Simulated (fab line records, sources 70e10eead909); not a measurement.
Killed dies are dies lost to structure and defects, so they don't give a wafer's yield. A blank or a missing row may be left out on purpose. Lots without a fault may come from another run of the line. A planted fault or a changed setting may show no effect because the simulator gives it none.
fab line records | flow nand_harc
record lots=6 wafers=18 last_day=33
route steps=1302 shown A_ONON_D2@546
lots that met no fault: from a run of the same line without faults
start_h: hours from the record's first day to the start of the lot's first wafer shown | wait_h: hours since the lot's step before | " the same as in the row above | L1.1+2: a row that stands for several wafers | - no value, or no start given | * or withheld: withheld | < > ~ a bound
route shown NAME@n: a module of which the file shows steps, and the number in the route of the first | usual: mean/standard deviation of fault-free wafers | same: alike in all rows | chamber/n: place in a boat | sites: the reading at each site | _std_site: their standard deviation | _edge_site: outer sites' mean less inner sites' | radius_mm: how far each site lies from the wafer's centre | mask NAME#n: copy n | behind: the tool/chamber that last shaped the wafer | hold: why the lot was held/for how many hours/how that ended | device: the transistor (n, p or np) that didn't switch | end of line: the same wafers' tests at the end of the route | a step without rows: its recipe alone | killed: dies lost to structure and defects at the first sort, not the wafer's yield | map: a wafer's dies, x killed, . not, _ none there
set.NAME: the setting as run; set.NAME@STEP: as run at that earlier step | model.NAME: the simulator's own value behind a step, which no gauge read
lots at some steps of the route; a table a step, a row a wafer
services: from which hour (start_h, from the record's first day; less than 0 if before it) a tool's chamber was out of use, for how many hours, and why
## steps
# step NHARC_A_ONON_D2_THK_MEAS_02
# recipe thk_meas_gauge=ellipsometry
# usual thk_nm=996/9.2
# columns lot.wafer tool chamber start_h wait_h thk_nm
L327.2 film_metro-01 - 319.37 - 994
L327.4 " - " " 996
L327.5 " - " " 995
L329.1 film_metro-01 - 331.86 - 984
L329.3 " - " " 984
L329.6 " - " " 985
L333.2 film_metro-01 - 370.54 - 1013
L333.5 " - " " 1015
L333.6 " - " " 1015
L338.1 film_metro-01 - 415.98 - 999
L338.2 " - " " 1002
L338.4 " - " " 999
L336.2 film_metro-02 - 421.64 - 989
L336.4 " - " " 988
L336.5 " - " " 989
L346.1 film_metro-02 - 489.46 - 1003
L346.5 " - " " 1003
L346.6 " - " " 1001
# step NHARC_A_ONON_D2_DEP_03
# recipe target_thk_a=10000 n2_flow_sccm=2750 n2o_flow_sccm=2000 nh3_flow_sccm=500 sih4_flow_sccm=210 temp_c=400
# step NHARC_A_ONON_D2_THK_MEAS_05
# recipe thk_meas_gauge=ellipsometry
# usual thk_nm=1000/11
# columns lot.wafer tool chamber start_h wait_h thk_nm
L327.2 film_metro-02 - 319.94 - 980
L327.4 " - " " 980
L327.5 " - " " 981
L329.1 film_metro-01 - 332.42 - 1013
L329.3 " - " " 1013
L329.6 " - " " 1014
L333.2 film_metro-01 - 371.11 - 994
L333.5 " - " " 994
L333.6 " - " " 992
L338.1 film_metro-01 - 416.55 - 1004
L338.2 " - " " 1004
L338.4 " - " " 1005
L336.2 film_metro-02 - 422.21 - 1009
L336.4 " - " " 1009
L336.5 " - " " 1008
L346.1 film_metro-02 - 490.03 - 1012
L346.5 " - " " 1011
L346.6 " - " " 1012
# step NHARC_A_ONON_D2_DEP_06
# recipe target_thk_a=10000 n2_flow_sccm=2750 n2o_flow_sccm=2000 nh3_flow_sccm=500 sih4_flow_sccm=210 temp_c=400
# step NHARC_A_ONON_D2_THK_MEAS_08
# recipe thk_meas_gauge=ellipsometry
# usual thk_nm=998/7.4
# columns lot.wafer tool chamber start_h wait_h thk_nm
L327.2 film_metro-02 - 320.51 - 1003
L327.4 " - " " 1002
L327.5 " - " " 1002
L329.1 film_metro-01 - 332.98 - 1000
L329.3 " - " " 998
L329.6 " - " " 1000
L333.2 film_metro-02 - 371.68 - 988
L333.5 " - " " 988
L333.6 " - " " 988
L338.1 film_metro-02 - 417.11 - 1000
L338.2 " - " " 999
L338.4 " - " " 1002
L336.2 film_metro-02 - 422.77 - 995
L336.4 " - " " 996
L336.5 " - " " 996
L346.1 film_metro-01 - 490.60 - 995
L346.5 " - " " 995
L346.6 " - " " 994
# step NHARC_A_ONON_D2_DEP_09
# recipe target_thk_a=10000 n2_flow_sccm=2750 n2o_flow_sccm=2000 nh3_flow_sccm=500 sih4_flow_sccm=210 temp_c=400
# step NHARC_A_ONON_D2_THK_MEAS_11
# recipe thk_meas_gauge=ellipsometry
# usual thk_nm=1005/9.1
# columns lot.wafer tool chamber start_h wait_h thk_nm
L327.2 film_metro-01 - 321.07 - 1017
L327.4 " - " " 1019
L327.5 " - " " 1018
L329.1 film_metro-02 - 333.55 - 997
L329.3 " - " " 998
L329.6 " - " " 995
L333.2 film_metro-01 - 372.25 - 1013
L333.5 " - " " 1011
L333.6 " - " " 1013
L338.1 film_metro-01 - 417.70 - 1017
L338.2 " - " " 1015
L338.4 " - " " 1016
L336.2 film_metro-01 - 423.34 - 1010
L336.4 " - " " 1010
L336.5 " - " " 1010
L346.1 film_metro-01 - 491.16 - 1010
L346.5 " - " " 1010
L346.6 " - " " 1011
# step NHARC_A_ONON_D2_DEP_12
# recipe target_thk_a=10000 n2_flow_sccm=2750 n2o_flow_sccm=2000 nh3_flow_sccm=500 sih4_flow_sccm=210 temp_c=400
# step NHARC_A_ONON_D2_THK_MEAS_14
# recipe thk_meas_gauge=ellipsometry
# usual thk_nm=998/9.2
# columns lot.wafer tool chamber start_h wait_h thk_nm
L327.2 film_metro-02 - 321.65 - 1001
L327.4 " - " " 999
L327.5 " - " " 1001
L329.1 film_metro-01 - 334.12 - 1001
L329.3 " - " " 1002
L329.6 " - " " 1002
L333.2 film_metro-01 - 372.82 - 1001
L333.5 " - " " 1000
L333.6 " - " " 999
L338.1 film_metro-02 - 418.27 - 1001
L338.2 " - " " 1000
L338.4 " - " " 1002
L336.2 film_metro-01 - 423.90 - 992
L336.4 " - " " 992
L336.5 " - " " 991
L346.1 film_metro-01 - 491.72 - 1004
L346.5 " - " " 1005
L346.6 " - " " 1005
# step NHARC_A_ONON_D2_ANNEAL_15
# recipe temp_c=750 time_s=3600
# step NHARC_A_ONON_D2_DEP_16
# recipe target_thk_a=10000 n2_flow_sccm=2750 n2o_flow_sccm=2000 nh3_flow_sccm=500 sih4_flow_sccm=210 temp_c=400
# step NHARC_A_ONON_D2_THK_MEAS_18
# recipe thk_meas_gauge=ellipsometry
# usual thk_nm=1000/8.7
# columns lot.wafer tool chamber start_h wait_h thk_nm
L327.2 film_metro-01 - 329.81 - 1009
L327.4 " - " " 1007
L327.5 " - " " 1007
L329.1 film_metro-01 - 342.16 - 995
L329.3 " - " " 997
L329.6 " - " " 996
L333.2 film_metro-01 - 377.41 - 1010
L333.5 " - " " 1010
L333.6 " - " " 1012
L338.1 film_metro-01 - 425.62 - 992
L338.2 " - " " 993
L338.4 " - " " 994
L336.2 film_metro-01 - 433.03 - 998
L336.4 " - " " 995
L336.5 " - " " 996
L346.1 film_metro-02 - 499.56 - 992
L346.5 " - " " 991
L346.6 " - " " 990
# step NHARC_A_ONON_D2_DEP_19
# recipe target_thk_a=10000 n2_flow_sccm=2750 n2o_flow_sccm=2000 nh3_flow_sccm=500 sih4_flow_sccm=210 temp_c=400
# columns lot.wafer tool chamber start_h wait_h
L327.2+4+5 pecvd_onon-04 0 329.93 0.1
L329.1+3+6 pecvd_onon-02 0 342.21 0.1
L333.2+5+6 pecvd_onon-03 0 377.53 0.1
L338.1+2+4 pecvd_onon-02 0 425.67 0.1
L336.2+4+5 pecvd_onon-02 0 433.14 0.1
L346.1+5+6 pecvd_onon-03 0 499.76 0.2
# step NHARC_A_ONON_D2_THK_MEAS_21
# recipe thk_meas_gauge=ellipsometry
# usual thk_nm=1003/11
# columns lot.wafer tool chamber start_h wait_h hold thk_nm
L327.2 film_metro-02 - 330.39 - - 985
L327.4 " - " " - 985
L327.5 " - " " - 985
L329.1 film_metro-01 - 342.73 - - 1009
L329.3 " - " " - 1010
L329.6 " - " " - 1009
L333.2 film_metro-01 - 377.98 - - 988
L333.5 " - " " - 986
L333.6 " - " " - 987
L338.1 film_metro-01 - 426.18 - await_dispo/0.2h/release 1535
L338.2 " - " " await_dispo/0.2h/release 1536
L338.4 " - " " await_dispo/0.2h/release 1537
L338.1 film_metro-01 - 426.35 0.2 - 1537
L338.2 " - " " - 1536
L338.4 " - " " - 1535
L336.2 film_metro-01 - 433.60 - await_dispo/0.2h/release 1544
L336.4 " - " " await_dispo/0.2h/release 1544
L336.5 " - " " await_dispo/0.2h/release 1543
L336.2 film_metro-01 - 433.77 0.2 - 1545
L336.4 " - " " - 1546
L336.5 " - " " - 1542
L346.1 film_metro-02 - 500.26 - - 1006
L346.5 " - " " - 1006
L346.6 " - " " - 1008
## services
# columns tool chamber start_h hours kind
pecvd_onon-04 - 311.34 13.0 pm
pecvd_onon-03 - 355.67 0.2 repair
pecvd_onon-02 - 366.00 13.0 pm
pecvd_onon-03 - 408.00 13.0 pm
pecvd_onon-04 - 492.34 13.0 pm
## key
first_sign step=NHARC_A_ONON_D2_THK_MEAS_21 reading=visit direction=added
effect step=NHARC_A_ONON_D2_THK_MEAS_21 reading=thk_nm direction=up sigmas=47 usual=1003 struck=1540
met_at NHARC_A_ONON_D2_DEP_19
struck_wafers L336.2,L336.4,L336.5,L338.1,L338.2,L338.4
scrapped_behind NHARC_A_ONON_D2_THK_MEAS_21 L336.2,L336.4,L336.5,L338.1,L338.2,L338.4
onset_between 342.21 425.67
fault kind=process_parameter_drift tool=pecvd_onon-02 chamber=0 onset_h=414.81 steps=NHARC_A_ONON_D2_DEP_19 channel=target_thk_a offset=* shape=step end_h=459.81 acts_in=* stated=*
